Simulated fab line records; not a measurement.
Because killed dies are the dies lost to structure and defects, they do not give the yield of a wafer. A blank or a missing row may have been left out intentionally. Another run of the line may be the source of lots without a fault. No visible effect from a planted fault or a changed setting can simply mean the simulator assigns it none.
Which of the tools did it? -- flow n5_finfet -- 27 wafers from 9 lots sampled at 3 of the route's 1938 steps

== WHAT EACH GAUGE READ, for each wafer ==
N5_MOL_CONTACT_COAG_INSPECT_42: inspects for defects (brightfield).
lot,measured,on,raw_defect_count
L871,day 5 08:31,defect_inspect-02,147 144 107
L872,day 5 17:04,defect_inspect-02,244 208 255
L874,day 6 10:01,defect_inspect-01,189 173 216
L875,day 6 13:27,defect_inspect-02,879 198 795
L877,day 6 22:56,defect_inspect-02,215 944 140
L878,day 6 23:40,defect_inspect-02,181 203 189
L884,day 8 09:58,defect_inspect-02,120 232 130
L892,day 10 13:10,defect_inspect-01,174 174 224
L894,day 10 22:58,defect_inspect-02,237 187 284

== WHAT TOOL EACH LOT RAN ON (gives the tool, then ch and the chambers of the sampled wafers, and finally the start) ==
lot,N5_MOL_CONTACT_COAG_ETCHBACK_135,N5_MOL_CONTACT_COAG_STRIP_119
L871,"rie_diel-06 ch 1,3, day 5 07:37","plasma_asher-02 ch 0,1, day 5 07:50"
L872,"rie_diel-06 ch 1,2,3, day 5 16:17","plasma_asher-01 ch 0,1, day 5 16:30"
L874,"rie_diel-01 ch 0,1,2, day 6 09:07","plasma_asher-01 ch 0,1, day 6 09:20"
L875,"rie_diel-01 ch 0,2,3, day 6 12:40","plasma_asher-01 ch 0,1, day 6 12:53"
L877,"rie_diel-05 ch 0,2,3, day 6 22:10","plasma_asher-01 ch 0,1, day 6 22:23"
L878,"rie_diel-06 ch 2,3, day 6 22:53","plasma_asher-02 ch 0,1, day 6 23:07"
L884,"rie_diel-05 ch 1,2,3, day 8 09:11","plasma_asher-02 ch 0, day 8 09:25"
L892,"rie_diel-06 ch 0,1, day 10 12:24","plasma_asher-01 ch 0,1, day 10 12:37"
L894,"rie_diel-01 ch 1,3, day 10 22:04","plasma_asher-02 ch 0,1, day 10 22:17"
- N5_MOL_CONTACT_COAG_ETCHBACK_135: etches SiO2 in CHF3, target depth 25 nm, time 16.7 s.
- N5_MOL_CONTACT_COAG_STRIP_119: strips in N2/H2, time 30 s.

== THE ANSWER, worked out from the rows above alone ==
Rule: the lots themselves supply what counts as usual. Put in order of their means at a reading, lots are off if they are a third of the lots or fewer, leave a main group of 4 or more, and stand apart from it by a gap of 3 or more times the standard deviation of the main group's means; of several such gaps the widest counts. If all means in a main group match to the digits the tables above print for the reading, that group is not used. A lot without any number at a reading at which 4 lots or more have one is off too. All remaining lots with rows at the step are treated as sound.
Off at N5_MOL_CONTACT_COAG_INSPECT_42 (raw_defect_count): L875, L877. Mean 191 and standard deviation 35 in the main group.
A tool fits if, at a process step before that reading, it ran every lot that is off, and no sound lot after the first of them. Those tools and the gauges at N5_MOL_CONTACT_COAG_INSPECT_42 are tried in the same way. None of those tried fits.

== WHAT THE SIMULATOR HAD PUT IN ==
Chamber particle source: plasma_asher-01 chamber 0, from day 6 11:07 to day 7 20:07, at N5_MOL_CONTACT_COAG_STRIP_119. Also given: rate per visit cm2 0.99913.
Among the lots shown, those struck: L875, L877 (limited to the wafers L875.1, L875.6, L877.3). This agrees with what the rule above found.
